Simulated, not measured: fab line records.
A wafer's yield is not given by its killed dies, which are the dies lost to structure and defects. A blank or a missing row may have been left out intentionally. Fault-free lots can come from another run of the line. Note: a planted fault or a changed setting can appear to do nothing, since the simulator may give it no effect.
Matching of chambers :: flow nand_harc :: NHARC_A_STAIRCASE_DESCUM_252 on rie_diel-04 has 4 sister chambers
The step chemistry O2, time 3 s. 16 wafers are shown with their chamber, then 8 later ones without.

== WAFERS WITH THEIR CHAMBER ==
wafer: L074.3
chamber: 3
drypump_motor_current_A (A): 6.1
showerhead_plenum_p_Torr (Torr): 1.94
rf_vpp_V (V): 57.3

wafer: L074.4
chamber: 1
drypump_motor_current_A (A): 5.8
showerhead_plenum_p_Torr (Torr): 1.88
rf_vpp_V (V): 58.0

wafer: L074.6
chamber: 0
drypump_motor_current_A (A): 5.7
showerhead_plenum_p_Torr (Torr): 1.84
rf_vpp_V (V): 55.9

wafer: L079.1
chamber: 2
drypump_motor_current_A (A): 5.1
showerhead_plenum_p_Torr (Torr): 1.81
rf_vpp_V (V): 56.8

wafer: L079.2
chamber: 0
drypump_motor_current_A (A): 5.6
showerhead_plenum_p_Torr (Torr): 1.84
rf_vpp_V (V): 58.0

wafer: L079.6
chamber: 3
drypump_motor_current_A (A): 6.1
showerhead_plenum_p_Torr (Torr): 1.94
rf_vpp_V (V): 57.5

wafer: L082.1
chamber: 3
drypump_motor_current_A (A): 6.2
showerhead_plenum_p_Torr (Torr): 1.94
rf_vpp_V (V): 56.7

wafer: L082.2
chamber: 1
drypump_motor_current_A (A): 5.9
showerhead_plenum_p_Torr (Torr): 1.87
rf_vpp_V (V): 59.2

wafer: L082.4
chamber: 2
drypump_motor_current_A (A): 5.1
showerhead_plenum_p_Torr (Torr): 1.81
rf_vpp_V (V): 58.1

wafer: L081.2
chamber: 0
drypump_motor_current_A (A): 5.6
showerhead_plenum_p_Torr (Torr): 1.83
rf_vpp_V (V): 58.7

wafer: L081.3
chamber: 2
drypump_motor_current_A (A): 5.1
showerhead_plenum_p_Torr (Torr): 1.81
rf_vpp_V (V): 58.5

wafer: L081.6
chamber: 3
drypump_motor_current_A (A): 6.2
showerhead_plenum_p_Torr (Torr): 1.93
rf_vpp_V (V): 58.0

wafer: L086.3
chamber: 3
drypump_motor_current_A (A): 6.1
showerhead_plenum_p_Torr (Torr): 1.93
rf_vpp_V (V): 56.9

wafer: L086.5
chamber: 0
drypump_motor_current_A (A): 5.6
showerhead_plenum_p_Torr (Torr): 1.83
rf_vpp_V (V): 55.8

wafer: L086.6
chamber: 3
drypump_motor_current_A (A): 6.1
showerhead_plenum_p_Torr (Torr): 1.93
rf_vpp_V (V): 57.2

wafer: L089.1
chamber: 2
drypump_motor_current_A (A): 5.1
showerhead_plenum_p_Torr (Torr): 1.80
rf_vpp_V (V): 57.3

SIGNATURES (means of the wafers above)
reading: drypump_motor_current_A
chamber 0: 5.625
chamber 1: 5.850
chamber 2: 5.100
chamber 3: 6.133
scatter within a chamber: 0.0464

reading: showerhead_plenum_p_Torr
chamber 0: 1.8350
chamber 1: 1.8750
chamber 2: 1.8075
chamber 3: 1.9350
scatter within a chamber: 0.00559

reading: rf_vpp_V
chamber 0: 57.100
chamber 1: 58.600
chamber 2: 57.675
chamber 3: 57.267
scatter within a chamber: 0.915
Rule: for each reading, subtract the chamber's mean from the wafer's reading, divide by that reading's scatter and square the result; add these up over the readings and take the root, which gives the wafer's distance from the chamber. If the next closest chamber is less than 2 further off than the closest, the wafer can't be placed; otherwise it belongs to the closest. How the scatter is found: for the shown wafers, subtract from each reading the mean of its chamber, square and add these, divide the total by (wafers less chambers), then take the root.

== WAFERS MISSING THEIR CHAMBER ==
wafer: L089.3
drypump_motor_current_A (A): 5.6
showerhead_plenum_p_Torr (Torr): 1.83
rf_vpp_V (V): 58.2

wafer: L089.6
drypump_motor_current_A (A): 5.1
showerhead_plenum_p_Torr (Torr): 1.80
rf_vpp_V (V): 57.9

wafer: L092.1
drypump_motor_current_A (A): 5.1
showerhead_plenum_p_Torr (Torr): 1.80
rf_vpp_V (V): 57.6

wafer: L092.3
drypump_motor_current_A (A): 6.2
showerhead_plenum_p_Torr (Torr): 1.93
rf_vpp_V (V): 59.1

wafer: L092.6
drypump_motor_current_A (A): 5.9
showerhead_plenum_p_Torr (Torr): 1.86
rf_vpp_V (V): 57.8

wafer: L093.1
drypump_motor_current_A (A): 5.8
showerhead_plenum_p_Torr (Torr): 1.86
rf_vpp_V (V): 57.8

wafer: L093.2
drypump_motor_current_A (A): 6.2
showerhead_plenum_p_Torr (Torr): 1.92
rf_vpp_V (V): 57.2

wafer: L093.6
drypump_motor_current_A (A): 5.1
showerhead_plenum_p_Torr (Torr): 1.80
rf_vpp_V (V): 57.1

== WHICH CHAMBER EACH ONE RAN IN ==
wafer: L089.3
from the rows above: 0
in truth: 0

wafer: L089.6
from the rows above: 2
in truth: 2

wafer: L092.1
from the rows above: 2
in truth: 2

wafer: L092.3
from the rows above: 3
in truth: 3

wafer: L092.6
from the rows above: 1
in truth: 1

wafer: L093.1
from the rows above: 1
in truth: 1

wafer: L093.2
from the rows above: 3
in truth: 3

wafer: L093.6
from the rows above: 2
in truth: 2
Placed correctly: 8 of 8. Can't be placed from these rows: 0. Wrongly placed: 0.
